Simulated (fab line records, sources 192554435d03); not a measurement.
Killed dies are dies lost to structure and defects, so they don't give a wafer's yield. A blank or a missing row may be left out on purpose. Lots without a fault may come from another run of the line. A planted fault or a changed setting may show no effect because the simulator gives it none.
A struck lot beside a sound one | flow n5_finfet | 19 steps out of a route of 1938
Sound: wafers L373.3, L373.4, L373.6. Struck: wafers L380.3, L380.4, L380.5. The cause comes at the end.
At each step with rows: each side's tool, then ch and its chambers, then its first start. Under that, the readings that differ: sound wafers | struck wafers | difference of the means | sigmas: that difference in standard deviations of wafers without a fault.
alike: readings whose means differ by less than 2 such deviations, and words and numbers that are the same on both sides. not compared: withheld readings, readings that some wafer has no value for, bounds like >300 that may hide the same value, and numbers for which the record gives no deviation and whose values overlap.
The two part at a step that has a row with sigmas, a row that says differs or no value, or rows on one side only. Numbers that don't overlap but have no deviation are shown without sigmas and don't part them. A reading that every wafer of one side lacks parts them only if that side has two wafers or more.

N5_BEOL_M14_CMP_49: polishes, stops on SiO2, t overpolish 5.2 s, target thk 560 nm.
  sound on cmp-04 ch 1,2,3, day 11 14:52; struck on cmp-01 ch 0,1, day 13 15:53
  alike: barrier_field_endpoint_s, motor_current_A, overpolish_run_s, time_to_endpoint_s
N5_BEOL_M14_THK_MEAS_50: measures by xrf.
  sound on film_metro-01, day 11 15:09; struck on film_metro-01, day 13 16:11
  alike: M14_THK
then, 1 step without rows for these wafers: N5_BEOL_M14_PRE_CLEAN_52 (time 15 s).
N5_BEOL_M14_DEP_53: deposits SiCN from 3MS/NH3, target thk 50 nm, time 17.8 s.
  sound on pecvd-04 ch 0,1, day 11 15:14; struck on pecvd-04 ch 0,1,2, day 13 16:14
  alike: rf_fwd_power_W, showerhead_plenum_p_Torr, throttle_valve_pct
  not compared: since_wet_clean_h
N5_BEOL_M14_RS_MEAS_54: measures by four-point-probe.
  sound on film_metro-02, day 11 15:19; struck on film_metro-01, day 13 16:19
  alike: M14_RS
N5_BEOL_M14_INSPECT_55: inspects for defects (darkfield).
  sound on defect_inspect-02, day 11 16:19; struck on defect_inspect-01, day 13 16:20
  alike: raw_defect_count
N5_BEOL_M15_ILD_DEP_00: deposits SiO2 from TEOS/O2, target thk 1629.3 nm, time 346.1 s.
  sound on pecvd-02 ch 0,1, day 11 16:22; struck on pecvd-01 ch 0,1, day 13 16:29
  alike: heater_power_w, rf_fwd_power_W, showerhead_plenum_p_Torr, throttle_valve_pct
  not compared: since_wet_clean_h
N5_BEOL_M15_THK_MEAS_01:
  sound on film_metro-02, day 11 16:37; struck on film_metro-02, day 13 16:44
  alike: M15_ILD_THK
then, 4 steps without rows for these wafers: N5_BEOL_M15_COAT_58 (time 60 s, resist thk 89 nm); N5_BEOL_M15_COAT_04 (resist thk 800 nm); N5_BEOL_M15_EBR_06; N5_BEOL_M15_SOFTBAKE_05 (time 60 s).
N5_BEOL_M15_EXPOSE_07: exposes mask V14.
  sound on krf_scanner-01 ch 0, day 11 16:53; struck on krf_scanner-02 ch 0, day 13 16:52
  reading                          | sound       | struck         | difference | sigmas
  model.BEOL_M15.overlay_x_nm (nm) | 0.6 0.6 0.6 | 61.4 61.4 61.4 | +60.8      |
  alike: mask
then, 3 steps without rows for these wafers: N5_BEOL_M15_PEB_08 (peb time 90 s); N5_BEOL_M15_DEVELOP_09 (develop time 45 s); N5_BEOL_M15_HARDBAKE_14 (time 120 s).
N5_BEOL_M15_CD_MEAS_10: target cd 360 nm.
  sound on cd_sem-03 ch 0, day 11 17:02; struck on cd_sem-01 ch 0, day 13 17:02
  alike: cd_nm
N5_BEOL_M15_OVL_MEAS_11:
  sound on overlay-01 ch 0, day 11 17:04; struck on overlay-02 ch 0, day 13 17:04
  reading      | sound  | struck   | difference | sigmas
  V14_OVL (nm) | -2 5 3 | 68 58 71 | +64        | +12
N5_BEOL_M15_INSPECT_12: inspects for defects (macro).
  sound on defect_inspect-02, day 11 17:05; struck on defect_inspect-01, day 13 17:05
  alike: raw_defect_count

WHERE THEY PART
Only at N5_BEOL_M15_OVL_MEAS_11, within this record. Later steps at which nothing parts them and some readings are alike: N5_BEOL_M15_INSPECT_12.

WHY: what the simulator had put in
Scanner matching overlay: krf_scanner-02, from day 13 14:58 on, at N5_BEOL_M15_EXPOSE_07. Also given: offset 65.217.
